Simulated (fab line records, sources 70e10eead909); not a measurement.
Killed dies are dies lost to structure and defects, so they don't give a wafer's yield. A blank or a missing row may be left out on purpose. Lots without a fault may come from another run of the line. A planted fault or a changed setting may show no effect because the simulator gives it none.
fab line records | flow nand_harc | part 1 of 2: steps 1 to 24 of 34
record lots=5 wafers=15 last_day=32
route steps=1302 shown P_GATE@149
lots that met no fault: from a run of the same line without faults
start_h: hours from the record's first day to the start of the lot's first wafer shown | wait_h: hours since the lot's step before | " the same as in the row above | L1.1+2: a row that stands for several wafers | - no value, or no start given | * or withheld: withheld | < > ~ a bound
route shown NAME@n: a module of which the file shows steps, and the number in the route of the first | usual: mean/standard deviation of fault-free wafers | same: alike in all rows | chamber/n: place in a boat | sites: the reading at each site | _std_site: their standard deviation | _edge_site: outer sites' mean less inner sites' | radius_mm: how far each site lies from the wafer's centre | mask NAME#n: copy n | behind: the tool/chamber that last shaped the wafer | hold: why the lot was held/for how many hours/how that ended | device: the transistor (n, p or np) that didn't switch | end of line: the same wafers' tests at the end of the route | a step without rows: its recipe alone | killed: dies lost to structure and defects at the first sort, not the wafer's yield | map: a wafer's dies, x killed, . not, _ none there
set.NAME: the setting as run; set.NAME@STEP: as run at that earlier step | model.NAME: the simulator's own value behind a step, which no gauge read
lots at some steps of the route; a table a step, a row a wafer
services: from which hour (start_h, from the record's first day; less than 0 if before it) a tool's chamber was out of use, for how many hours, and why
## steps
# step NHARC_P_GATE_ETCH_32
# recipe target_depth_a=1500 over_etch_frac=1 over_etch_ion_energy_ev=40 time_s=100.1 hbr_flow_sccm=150 cl2_flow_sccm=50 rf_w=400 icp_w=400 bias_w=100 chemistry=HBr/Cl2
# usual drypump_motor_current_A=5.8/0.6 mfc_cl2_sccm=49.99/0.14 oes_product_au=1.002/0.0063 throttle_valve_pct=26.404/0.0095
# columns lot.wafer tool chamber start_h wait_h drypump_motor_current_A mfc_cl2_sccm oes_product_au rf_hours_counter_h throttle_valve_pct
L075.4 rie_si-04 0 111.71 - 6.6 49.97 1.014 0.68 26.392
L075.1 " 1 " " 6.4 50.17 1.002 0.56 26.410
L075.5 " 2 " " 5.2 50.01 1.001 - 26.403
L085.3 rie_si-03 0 213.41 - 4.9 49.80 1.006 0.84 26.408
L085.2 " 1 " " 5.3 49.94 0.990 1.04 26.396
L085.5 " 0 " " 5.0 49.86 1.005 - 26.403
L092.3 rie_si-03 0 275.41 - 5.0 50.11 1.005 0.28 26.407
L092.6 " 3 " " 5.4 50.07 1.004 - 26.397
L092.5 " 0 " " 4.9 50.13 1.014 - 26.394
L093.1 rie_si-03 2 284.76 - 5.9 49.97 1.009 0.31 26.402
L093.5 " 0 " " 4.9 49.97 1.008 - 26.389
L093.6 " 1 " " 5.3 50.10 1.005 - 26.413
L096.2 rie_si-05 1 316.83 - 6.2 49.88 0.998 0.01 26.394
L096.1 " 2 " " 6.2 50.05 0.990 0.01 26.406
L096.3 " 0 " " 6.4 49.95 1.002 0.01 26.414
# step NHARC_P_GATE_STRIP_108
# recipe o2_flow_sccm=500 ar_flow_sccm=0 bias_w=0 chemistry=O2
# usual drypump_motor_current_A=5.7/0.42 oes_product_au=0.999/0.0071 rf_vpp_V=58.0/0.93 showerhead_plenum_p_Torr=3.61/0.16 throttle_valve_pct=17.035/0.0079
# columns lot.wafer tool chamber start_h wait_h drypump_motor_current_A oes_product_au rf_hours_counter_h rf_vpp_V showerhead_plenum_p_Torr throttle_valve_pct
L075.1 rie_diel-01 2 111.84 - 5.3 0.989 5.8 59.0 3.76 17.039
L075.4 " 1 " " 5.9 1.006 6.0 57.3 3.75 17.021
L075.5 " 3 " " 5.5 1.003 - 58.5 3.73 17.035
L085.3 rie_diel-05 3 213.60 - 6.0 0.995 9.0 57.8 3.62 17.037
L085.2 " 0 " " 6.1 0.986 8.5 57.5 3.41 17.034
L085.5 " 2 " " 5.6 0.994 - 58.0 3.48 17.040
L092.3 rie_diel-01 2 275.61 - 5.3 1.004 3.7 58.6 3.75 17.032
L092.5 " 3 " " 5.5 1.006 - 57.9 3.73 17.023
L092.6 " 0 " " 4.8 1.012 - 58.4 3.68 17.043
L093.1 rie_diel-01 0 284.94 - 4.8 1.008 5.9 59.2 3.68 17.041
L093.5 " 1 " " 5.9 1.000 - 59.3 3.74 17.045
L093.6 " 2 " " 5.3 0.989 - 58.9 3.75 17.026
L096.2 rie_diel-12 3 316.99 - 5.7 0.991 3.7 57.5 3.34 17.029
L096.3 " 0 " " 5.9 0.986 1.4 56.5 3.31 17.038
L096.1 " 1 " " 5.5 0.983 4.1 57.9 3.78 17.042
# step NHARC_P_GATE_CD_MEAS_33
# usual cd_nm=120.3/1.7
# columns lot.wafer tool chamber start_h wait_h cd_nm
L075.1 cd_sem-01 - 112.01 - 119.8
L075.4 " - " " 120.7
L075.5 " - " " 118.9
L085.2 cd_sem-01 - 213.75 - 119.1
L085.3 " - " " 117.9
L085.5 " - " " 118.2
L092.3 cd_sem-02 - 275.74 - 118.9
L092.5 " - " " 122.6
L092.6 " - " " 121.4
L093.1 cd_sem-03 - 285.07 - 120.6
L093.5 " - " " 122.3
L093.6 " - " " 121.8
L096.1 cd_sem-01 - 317.17 - 122.5
L096.2 " - " " 120.6
L096.3 " - " " 118.9
# step NHARC_P_GATE_STRIP_35
# recipe time_s=600 temp_c=130 chemistry=SPM
# columns lot.wafer tool chamber start_h wait_h
L075.5+1+4 wet_bench-02 2,3,5 112.11 0.1
L085.5+2+3 wet_bench-06 6,7,2 213.85 0.1
L092.6+5+3 wet_bench-05 7,0,1 275.82 0.1
L093.5+6+1 wet_bench-02 7,0,3 285.16 0.1
L096.2+1+3 wet_bench-02 4,7,0 317.25 0.1
# step NHARC_P_GATE_PRECLEAN_73
# recipe time_s=* temp_c=50 bath_age_min=0 chemistry=SC1
# columns lot.wafer tool chamber start_h wait_h
L075.5+1+4 wet_bench-02 2,3,5 - -
L085.5+2+3 wet_bench-06 6,7,2 - -
L092.6+5+3 wet_bench-05 7,0,1 - -
L093.5+6+1 wet_bench-02 7,0,3 - -
L096.2+1+3 wet_bench-02 4,7,0 - -
# step NHARC_P_GATE_SRD_74
# columns lot.wafer tool chamber start_h wait_h
L075.5+1+4 wet_bench-02 2,3,5 - -
L085.5+2+3 wet_bench-06 6,7,2 - -
L092.6+5+3 wet_bench-05 7,0,1 - -
L093.5+6+1 wet_bench-02 7,0,3 - -
L096.2+1+3 wet_bench-02 4,7,0 - -
# step NHARC_P_GATE_ALD_36
# recipe target_thk_a=200 pulse_time_s=60 ald_cycles=223 temp_c=400 material=SiNx
# usual heater_power_w=806/81 precursor_pulse_height_rel=1.000/0.018
# columns lot.wafer tool chamber start_h wait_h heater_power_w precursor_pulse_height_rel
L075.1 ald_sin-01 3 112.47 - 765 1.017
L075.4 " 2 115.65 - 723 1.015
L075.5 " 3 116.71 - 801 0.987
L085.2 ald_sin-04 1 214.28 - 787 1.026
L085.3 " 3 216.40 - 869 1.009
L085.5 " 1 218.52 - 782 0.975
L092.3 ald_sin-03 1 276.19 - 775 0.982
L092.5 " 1 280.45 - 776 1.010
L092.6 " 2 281.51 - 739 0.982
L093.1 ald_sin-01 2 286.59 - 758 1.017
L093.6 " 1 289.80 - 729 1.010
L093.5 " 2 290.87 - 735 1.025
L096.2 ald_sin-01 2 317.62 - 748 1.005
L096.1 " 3 318.67 - 761 1.013
L096.3 " 1 320.76 - 754 1.012
# step NHARC_P_GATE_ETCHBACK_37
# recipe target_depth_a=345 time_s=17.2 chf3_flow_sccm=50 o2_flow_sccm=10 ar_flow_sccm=200 rf_w=500 bias_w=200 chemistry=CHF3/O2
# usual drypump_motor_current_A=5.7/0.38 oes_product_au=0.948/0.026 rf_vpp_V=371.4/2.6 showerhead_plenum_p_Torr=2.44/0.11 throttle_valve_pct=20.571/0.01
# columns lot.wafer tool chamber start_h wait_h drypump_motor_current_A oes_product_au rf_hours_counter_h rf_vpp_V showerhead_plenum_p_Torr throttle_valve_pct
L075.4 rie_diel-12 2 - - 5.7 0.944 1 370.6 2.41 20.562
L075.1 " 0 " " 5.8 0.945 1 365.6 2.25 20.579
L075.5 " 1 " " 5.5 0.939 - 374.8 2.58 20.582
L085.3 rie_diel-01 0 - - 4.8 0.938 0 372.8 2.51 20.579
L085.2 " 1 " " 5.8 0.959 0 373.9 2.55 20.573
L085.5 " 0 " " 4.8 0.939 - 373.0 2.51 20.582
L092.3 rie_diel-12 2 - - 5.7 0.990 1 371.4 2.40 20.570
L092.6 " 1 " " 5.5 0.998 - 374.7 2.58 20.553
L092.5 " 2 " " 5.8 0.983 - 370.0 2.40 20.575
L093.1 rie_diel-05 0 - - 6.1 0.932 2 369.1 2.32 20.551
L093.6 " 3 " " 5.9 0.928 - 371.8 2.47 20.569
L093.5 " 0 " " 6.1 0.922 - 370.8 2.32 20.576
L096.2 rie_diel-05 3 - - 6.0 0.952 4 373.1 2.46 20.590
L096.3 " 0 " " 6.1 0.934 4 367.9 2.32 20.580
L096.1 " 2 " " 5.6 0.935 4 369.7 2.37 20.569
# step NHARC_P_GATE_STRIP_101
# recipe time_s=20 o2_flow_sccm=500 ar_flow_sccm=0 bias_w=0 chemistry=O2
# usual drypump_motor_current_A=5.7/0.4 oes_product_au=1.000/0.0081 rf_vpp_V=57.9/0.93 showerhead_plenum_p_Torr=3.58/0.17 throttle_valve_pct=17.035/0.009
# columns lot.wafer tool chamber start_h wait_h drypump_motor_current_A oes_product_au rf_hours_counter_h rf_vpp_V showerhead_plenum_p_Torr throttle_valve_pct
L075.4 rie_diel-12 3 122.10 0.1 5.7 1.000 2 58.1 3.35 17.029
L075.1 " 0 " " 5.8 1.002 1 55.9 3.32 17.039
L075.5 " 2 " " 5.8 1.001 - 57.3 3.54 17.030
L085.2 rie_diel-01 0 223.91 0.1 4.8 0.996 0 58.7 3.68 17.036
L085.3 " 2 " " 5.3 0.995 0 59.2 3.75 17.030
L085.5 " 0 " " 4.8 0.993 - 57.4 3.68 17.058
L092.3 rie_diel-12 3 285.86 0.1 5.6 1.000 1 56.4 3.34 17.041
L092.5 " 1 " " 5.5 0.998 - 58.6 3.78 17.026
L092.6 " 2 " " 5.8 0.994 - 59.6 3.53 17.045
L093.1 rie_diel-05 0 295.21 0.1 6.1 0.995 2 57.7 3.41 17.027
L093.5 " 2 " " 5.6 0.988 - 56.8 3.48 17.022
L093.6 " 3 " " 6.0 1.014 - 57.8 3.62 17.042
L096.1 rie_diel-05 3 327.17 0.1 6.0 1.013 4 59.1 3.62 17.031
L096.2 " 0 " " 6.1 1.007 4 57.1 3.41 17.028
L096.3 " 1 " " 6.5 1.013 4 57.7 3.76 17.039
# step NHARC_P_GATE_PRECLEAN_97
# recipe time_s=600 temp_c=120 chemistry=SPM
# columns lot.wafer tool chamber start_h wait_h
L075.4+1+5 wet_bench-06 5,6,2 122.20 -
L085.5+3+2 wet_bench-06 0,1,3 224.02 -
L092.3+5+6 wet_bench-05 0,1,4 285.96 -
L093.6+5+1 wet_bench-02 0,2,5 295.30 -
L096.1+3+2 wet_bench-06 4,6,7 327.26 -
# step NHARC_P_GATE_SRD_98
# columns lot.wafer tool chamber start_h wait_h
L075.4+1+5 wet_bench-06 5,6,2 - -
L085.5+3+2 wet_bench-06 0,1,3 - -
L092.3+5+6 wet_bench-05 0,1,4 - -
L093.6+5+1 wet_bench-02 0,2,5 - -
L096.1+3+2 wet_bench-06 4,6,7 - -
# step NHARC_P_GATE_PRECLEAN_99
# recipe time_s=* temp_c=50 bath_age_min=0 chemistry=SC1
# columns lot.wafer tool chamber start_h wait_h
L075.4+1+5 wet_bench-06 5,6,2 - -
L085.5+3+2 wet_bench-06 0,1,3 - -
L092.3+5+6 wet_bench-05 0,1,4 - -
L093.6+5+1 wet_bench-02 0,2,5 - -
L096.1+3+2 wet_bench-06 4,6,7 - -
# step NHARC_P_GATE_SRD_100
# columns lot.wafer tool chamber start_h wait_h
L075.4+1+5 wet_bench-06 5,6,2 - -
L085.5+3+2 wet_bench-06 0,1,3 - -
L092.3+5+6 wet_bench-05 0,1,4 - -
L093.6+5+1 wet_bench-02 0,2,5 - -
L096.1+3+2 wet_bench-06 4,6,7 - -
# step NHARC_P_GATE_DEHYDRATE_38
# recipe temp_c=150 time_s=120
# usual chill_plate_temp_C=23.01/0.11 heater_power_total_W=182.6/1.2
# columns lot.wafer tool chamber start_h wait_h chill_plate_temp_C heater_power_total_W
L075.1 litho_track-05 0 122.59 - 23.18 182.9
L075.4 " 0 " " 23.00 181.1
L075.5 " 0 " " 22.93 180.8
L085.2 litho_track-07 0 224.40 - 23.06 184.2
L085.3 " 0 " " 22.97 180.7
L085.5 " 0 " " 23.01 184.7
L092.3 litho_track-07 0 286.36 - 22.80 181.7
L092.5 " 0 " " 22.90 182.7
L092.6 " 0 " " 22.97 184.0
L093.1 litho_track-05 0 295.70 - 22.94 183.9
L093.5 " 0 " " 22.98 183.9
L093.6 " 0 " " 23.07 183.6
L096.1 litho_track-05 0 327.66 - 22.92 181.4
L096.2 " 0 " " 22.94 184.0
L096.3 " 0 " " 22.87 184.7
# step NHARC_P_GATE_HMDS_39
# recipe time_s=30
# usual chill_plate_temp_C=23.02/0.11
# columns lot.wafer tool chamber start_h wait_h chill_plate_temp_C
L075.1 litho_track-05 0 - - 22.96
L075.4 " 0 " " 22.87
L075.5 " 0 " " 22.92
L085.2 litho_track-07 0 - - 23.05
L085.3 " 0 " " 22.88
L085.5 " 0 " " 22.98
L092.3 litho_track-07 0 - - 23.04
L092.5 " 0 " " 22.90
L092.6 " 0 " " 23.09
L093.1 litho_track-05 0 - - 22.88
L093.5 " 0 " " 23.13
L093.6 " 0 " " 23.11
L096.1 litho_track-05 0 - - 23.04
L096.2 " 0 " " 22.97
L096.3 " 0 " " 23.02
# step NHARC_P_GATE_COAT_40
# recipe spin_rpm=3000
# usual chill_plate_temp_C=23.01/0.11
# columns lot.wafer tool chamber start_h wait_h chill_plate_temp_C
L075.1 litho_track-05 0 - - 22.96
L075.4 " 0 " " 22.96
L075.5 " 0 " " 23.03
L085.2 litho_track-07 0 - - 22.90
L085.3 " 0 " " 23.08
L085.5 " 0 " " 23.11
L092.3 litho_track-07 0 - - 23.05
L092.5 " 0 " " 22.93
L092.6 " 0 " " 22.96
L093.1 litho_track-05 0 - - 23.24
L093.5 " 0 " " 23.09
L093.6 " 0 " " 23.06
L096.1 litho_track-05 0 - - 22.89
L096.2 " 0 " " 23.11
L096.3 " 0 " " 23.01
# step NHARC_P_GATE_SOFTBAKE_41
# recipe temp_c=122 time_s=95
# usual chill_plate_temp_C=23.00/0.11 heater_power_total_W=160.0/0.45
# columns lot.wafer tool chamber start_h wait_h chill_plate_temp_C heater_power_total_W
L075.1 litho_track-05 0 - - 23.17 159.9
L075.4 " 0 " " 23.12 159.4
L075.5 " 0 " " 23.05 159.9
L085.2 litho_track-07 0 - - 22.77 160.1
L085.3 " 0 " " 22.83 160.7
L085.5 " 0 " " 23.00 159.0
L092.3 litho_track-07 0 - - 22.90 160.5
L092.5 " 0 " " 23.03 160.1
L092.6 " 0 " " 23.15 160.4
L093.1 litho_track-05 0 - - 23.05 160.7
L093.5 " 0 " " 23.17 159.3
L093.6 " 0 " " 23.07 160.0
L096.1 litho_track-05 0 - - 23.04 159.8
L096.2 " 0 " " 22.91 160.6
L096.3 " 0 " " 23.06 159.9
# step NHARC_P_GATE_EBR_42
# usual chill_plate_temp_C=22.98/0.094
# columns lot.wafer tool chamber start_h wait_h chill_plate_temp_C
L075.1 litho_track-05 0 - - 22.85
L075.4 " 0 " " 23.00
L075.5 " 0 " " 22.74
L085.2 litho_track-07 0 - - 23.11
L085.3 " 0 " " 23.11
L085.5 " 0 " " 22.94
L092.3 litho_track-07 0 - - 22.97
L092.5 " 0 " " 23.09
L092.6 " 0 " " 23.04
L093.1 litho_track-05 0 - - 23.03
L093.5 " 0 " " 22.94
L093.6 " 0 " " 23.04
L096.1 litho_track-05 0 - - 22.78
L096.2 " 0 " " 22.97
L096.3 " 0 " " 22.90
# step NHARC_P_GATE_EXPOSE_43
# recipe na=0.6 target_cd_nm=720 dose_mj=14.81 mask_id=P_NSD
# usual reticle_temp_C=23.01/0.11
# columns lot.wafer tool chamber start_h wait_h mask reticle_temp_C
L075.1 krf_scanner-02 0 122.86 - P_NSD#0 22.92
L075.4 " 0 " " P_NSD#0 22.88
L075.5 " 0 " " P_NSD#0 22.96
L085.2 krf_scanner-01 0 224.55 - P_NSD#0 23.09
L085.3 " 0 " " P_NSD#0 22.92
L085.5 " 0 " " P_NSD#0 22.89
L092.3 krf_scanner-04 0 286.52 - P_NSD#0 23.05
L092.5 " 0 " " P_NSD#0 23.06
L092.6 " 0 " " P_NSD#0 23.03
L093.1 krf_scanner-02 0 295.97 - P_NSD#0 23.15
L093.5 " 0 " " P_NSD#0 23.08
L093.6 " 0 " " P_NSD#0 23.14
L096.1 krf_scanner-04 0 327.93 - P_NSD#0 22.75
L096.2 " 0 " " P_NSD#0 22.87
L096.3 " 0 " " P_NSD#0 22.94
# step NHARC_P_GATE_PEB_44
# recipe peb_temp_c=118 peb_time_s=85
# usual chill_plate_temp_C=23.00/0.11 heater_power_total_W=163.99/0.27
# columns lot.wafer tool chamber start_h wait_h chill_plate_temp_C heater_power_total_W
L075.1 litho_track-07 0 122.94 0.1 22.95 163.73
L075.4 " 0 " " 23.11 163.65
L075.5 " 0 " " 22.87 163.65
L085.2 litho_track-05 0 224.61 0.1 23.00 164.11
L085.3 " 0 " " 23.06 163.81
L085.5 " 0 " " 23.00 163.81
L092.3 litho_track-03 0 286.57 0.1 22.76 163.64
L092.5 " 0 " " 22.94 164.00
L092.6 " 0 " " 22.97 163.79
L093.1 litho_track-03 0 296.04 0.1 23.02 164.02
L093.5 " 0 " " 22.80 164.03
L093.6 " 0 " " 22.94 164.12
L096.1 litho_track-07 0 328.00 0.1 22.92 164.16
L096.2 " 0 " " 23.04 163.60
L096.3 " 0 " " 23.03 163.82
# step NHARC_P_GATE_DEVELOP_45
# recipe time_s=70
# usual chill_plate_temp_C=23.01/0.11
# columns lot.wafer tool chamber start_h wait_h chill_plate_temp_C
L075.1 litho_track-07 0 - - 22.92
L075.4 " 0 " " 23.08
L075.5 " 0 " " 23.08
L085.2 litho_track-05 0 - - 23.05
L085.3 " 0 " " 23.00
L085.5 " 0 " " 23.13
L092.3 litho_track-03 0 - - 23.06
L092.5 " 0 " " 23.14
L092.6 " 0 " " 23.10
L093.1 litho_track-03 0 - - 22.82
L093.5 " 0 " " 22.91
L093.6 " 0 " " 23.03
L096.1 litho_track-07 0 - - 22.95
L096.2 " 0 " " 23.11
L096.3 " 0 " " 22.97
# step NHARC_P_GATE_CD_MEAS_46
# recipe target_cd_nm=720 landing_energy_ev=500
# usual cd_nm=719.4/1.5
# same landing_energy_ev=500
# columns lot.wafer tool chamber start_h wait_h cd_nm
L075.1 cd_sem-03 0 123.03 - 716.9
L075.4 " 0 " " 717.2
L075.5 " 0 " " 718.0
L085.2 cd_sem-03 0 224.71 - 719.1
L085.3 " 0 " " 717.6
L085.5 " 0 " " 719.9
L092.3 cd_sem-01 0 286.67 - 718.5
L092.5 " 0 " " 717.8
L092.6 " 0 " " 720.2
L093.1 cd_sem-01 0 296.13 - 721.5
L093.5 " 0 " " 721.6
L093.6 " 0 " " 721.1
L096.1 cd_sem-01 0 328.09 - 720.3
L096.2 " 0 " " 720.5
L096.3 " 0 " " 721.1
# step NHARC_P_GATE_HARDBAKE_47
# recipe temp_c=125 time_s=80
# usual chill_plate_temp_C=23.00/0.092 heater_power_total_W=183.9/0.74
# columns lot.wafer tool chamber start_h wait_h chill_plate_temp_C heater_power_total_W
L075.1 litho_track-05 0 123.12 - 23.02 184.1
L075.4 " 0 " " 23.04 183.6
L075.5 " 0 " " 23.06 183.0
L085.2 litho_track-05 0 224.79 - 22.98 183.2
L085.3 " 0 " " 22.84 183.6
L085.5 " 0 " " 23.07 183.5
L092.3 litho_track-05 0 286.75 - 23.07 184.0
L092.5 " 0 " " 22.94 183.8
L092.6 " 0 " " 22.86 184.5
L093.1 litho_track-07 0 296.21 - 22.89 183.3
L093.5 " 0 " " 23.06 184.7
L093.6 " 0 " " 22.90 184.9
L096.1 litho_track-03 0 328.17 - 23.09 183.0
L096.2 " 0 " " 23.13 183.7
L096.3 " 0 " " 23.09 183.5
# step NHARC_P_GATE_DESCUM_48
# recipe time_s=3 o2_flow_sccm=200 ar_flow_sccm=0 bias_power_w=0 chemistry=O2
# usual drypump_motor_current_A=5.8/0.41 oes_product_au=1.000/0.0072 rf_vpp_V=57.9/0.89 showerhead_plenum_p_Torr=1.95/0.095 throttle_valve_pct=11.310/0.0083
# columns lot.wafer tool chamber start_h wait_h drypump_motor_current_A oes_product_au rf_hours_counter_h rf_vpp_V showerhead_plenum_p_Torr throttle_valve_pct
L075.1 rie_diel-05 3 123.22 - 6.0 0.987 2.8 57.7 1.97 11.318
L075.4 " 1 " " 6.4 0.998 3.4 58.9 2.05 11.316
L075.5 " 2 " " 5.6 0.999 - 59.2 1.89 11.309
L085.3 rie_diel-01 2 224.89 - 5.3 0.989 0.3 58.4 2.04 11.327
L085.2 " 3 " " 5.5 0.992 0.3 57.8 2.03 11.314
L085.5 " 1 " " 5.9 0.992 - 58.5 2.04 11.304
L092.3 rie_diel-05 1 286.83 - 6.5 0.999 2.2 57.6 2.05 11.318
L092.5 " 0 " " 6.1 1.006 - 57.2 1.84 11.302
L092.6 " 1 " " 6.5 1.007 - 58.2 2.05 11.317
L093.1 rie_diel-01 0 296.30 - 4.8 1.001 7.0 58.7 2.00 11.303
L093.6 " 3 " " 5.4 1.001 - 58.4 2.03 11.306
L093.5 " 0 " " 4.8 1.002 - 57.6 2.00 11.313
L096.2 rie_diel-05 0 328.25 - 6.1 0.994 3.9 57.8 1.84 11.306
L096.3 " 2 " " 5.6 0.980 3.9 56.6 1.88 11.300
L096.1 " 3 " " 6.0 1.007 3.7 59.5 1.97 11.318
